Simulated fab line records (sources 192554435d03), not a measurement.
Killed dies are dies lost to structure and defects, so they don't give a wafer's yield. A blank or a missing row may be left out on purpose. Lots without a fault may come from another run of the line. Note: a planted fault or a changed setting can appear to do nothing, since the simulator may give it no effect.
Problem report, 8D (eight disciplines) form, completed by code    flow n5_finfet    the parts of the form that need people (team, actions taken, sign-off) are left out

## 1. PROBLEM STATEMENT
Mean of cd_nm at N5_STI_FIN_REVEAL_CD_MEAS_22: 7.33 nm across 6 wafers in 2 lots; on wafers with no fault it is 6.23 nm (standard deviation 0.22). That is +5.0 standard deviations from the usual mean.
The step: target cd 6.238 nm, pitch 28 nm.
First observed at day 4 20:46: wafer L519.2, on cd_sem-03. The record has a number at this step for 24 wafers belonging to 8 lots. Rule for "out" (also "out of limits"): further than 4 standard deviations from the usual mean. The rest of the wafers with a number are treated as sound.

## 2. WHAT IT IS AND WHAT IT IS NOT
question                     is                      is not
which readings at this step  cd_nm                   -
which lots                   L519, L520              L511, L514, L522, L530, L531, L532
which wafers of those lots   all that have a number  -
read on which gauges         cd_sem-03               cd_sem-01, cd_sem-02
when                         from day 4 20:46        up to then (6 sound wafers); but 12 sound wafers of L522, L530, L531, L532 came after

## 3. THE SUSPECTS, EACH WITH WHAT RULES IT OUT
Counting: a tool at any process step up to the reading remains a suspect when it ran all the lots that are out and ran no sound lot after the first of those.
- the gauge at N5_STI_FIN_REVEAL_CD_MEAS_22: ruled out. All the wafers that are out were read on cd_sem-03, but those of them that N5_BEOL_M4_RC_MEAS_101 has rows for are out there too, on other tools.
- rtp_anneal-01 at N5_STI_FIN_REVEAL_DENSIFY_30: ruled out as a lasting fault. Following L519 (day 4 17:39), the first lot on it that is out, the sound lots L530, L532 were run on it.
- plasma_asher-01 at N5_STI_FIN_REVEAL_OXIDATION_33 (chemistry O2 PLASMA REMOTE, time 20 s): ruled out as a lasting fault. Following L519 (day 4 20:36), the first lot on it that is out, the sound lots L522, L530, L532 were run on it.
Left after counting: nothing in the record.

## 4. THE CAUSE (what the simulator had put in)
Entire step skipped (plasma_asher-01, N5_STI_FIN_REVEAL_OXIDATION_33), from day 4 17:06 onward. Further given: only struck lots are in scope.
Counting ruled it out, wrongly: the rule takes a fault to strike every lot that its tool runs from its start on, and this one did not.

## 5. SEQUENCE OF EFFECTS, ordered by route
Rows list readings where the struck wafers' mean (over those with a number) sits beyond 3 standard deviations from the usual. Scope: only readings with a usual standard deviation given in the record; hours: median across lots of the time from each lot's start at the first step in this table that gives one to its start at this step; sigmas: change in usual standard deviations.
hours  step                          reading             usual           on struck wafers  change     sigmas
0      N5_STI_FIN_REVEAL_CD_MEAS_22  cd_nm               6.23 nm         7.33              +1.10      +5.0
129    N5_BEOL_M4_RC_MEAS_101        DIBL_N              36.1 mV/V       42.9              +6.8       +4.2
129    N5_BEOL_M4_RC_MEAS_101        DIBL_P              35.7 mV/V       44.9              +9.2       +5.1
129    N5_BEOL_M4_RC_MEAS_101        IOFF_N              0.159 nA/um     0.404             +0.245     +9.1
129    N5_BEOL_M4_RC_MEAS_101        IOFF_N_85C          3.1 nA/um       6.8               +3.7       +8.4
129    N5_BEOL_M4_RC_MEAS_101        IOFF_N_LIN          0.073 nA/um     0.185             +0.112     +12
129    N5_BEOL_M4_RC_MEAS_101        IOFF_N_LONG         5.66e-05 nA/um  7.38e-05          +1.72e-05  +6.6
129    N5_BEOL_M4_RC_MEAS_101        IOFF_P              0.21 nA/um      0.43              +0.22      +7.4
129    N5_BEOL_M4_RC_MEAS_101        IOFF_P_85C          3.6 nA/um       6.8               +3.2       +7.4
129    N5_BEOL_M4_RC_MEAS_101        IOFF_P_LIN          0.100 nA/um     0.206             +0.106     +9.6
129    N5_BEOL_M4_RC_MEAS_101        ION_N               673 uA/um       727               +54        +5.4
129    N5_BEOL_M4_RC_MEAS_101        ION_P               462 uA/um       487               +25        +3.3
129    N5_BEOL_M4_RC_MEAS_101        REXT_N              74.7 ohm.um     68.8              -5.9       -3.7
129    N5_BEOL_M4_RC_MEAS_101        REXT_P              101.1 ohm.um    91.7              -9.4       -3.6
129    N5_BEOL_M4_RC_MEAS_101        SS_P                73.2 mV/dec     75.3              +2.1       +3.4
129    N5_BEOL_M4_RC_MEAS_101        VT_N                249.7 mV        235.0             -14.7      -4.9
129    N5_BEOL_M4_RC_MEAS_101        VT_N_LONG           274.5 mV        265.4             -9.1       -4.3
129    N5_BEOL_M4_RC_MEAS_101        VT_N_LVT            98.3 mV         83.3              -15.0      -5.4
129    N5_BEOL_M4_RC_MEAS_101        VT_P                -250 mV         -240              +10        +3.2
129    N5_BEOL_M4_RC_MEAS_101        VT_P_LVT            -98.4 mV        -89.3             +9.1       +3.4
244    N5_PASSIVATION_PROBE_49       sort_bin_4_leakage  0.00 %          18.57             +18.57     +99 or more
244    N5_PASSIVATION_PROBE_49       sort_n_pass         1074            852               -222       -15
244    N5_PASSIVATION_PROBE_49       sort_yield_pct      91.0 %          72.2              -18.8      -14
Here are the process steps it includes:
- N5_PASSIVATION_PROBE_49
Readings that are blank on the struck wafers while sound wafers have them: chamber_pressure_mTorr at N5_STI_FIN_REVEAL_OXIDATION_33; drypump_motor_current_A at N5_STI_FIN_REVEAL_OXIDATION_33; heater_power_w at N5_STI_FIN_REVEAL_OXIDATION_33; temp_c_max at N5_STI_FIN_REVEAL_OXIDATION_33.

## 6. HOW IT WOULD HAVE BEEN CAUGHT EARLIER
4 hours passed between the start of the fault at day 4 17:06 and the first reading out of limits at a measuring or inspecting step in this record, taken at day 4 20:46.
At N5_STI_FIN_REVEAL_OXIDATION_33 the tool's readings are blank on the struck wafers, where sound wafers have them: an empty tool record is the first sign, and it was there at once.
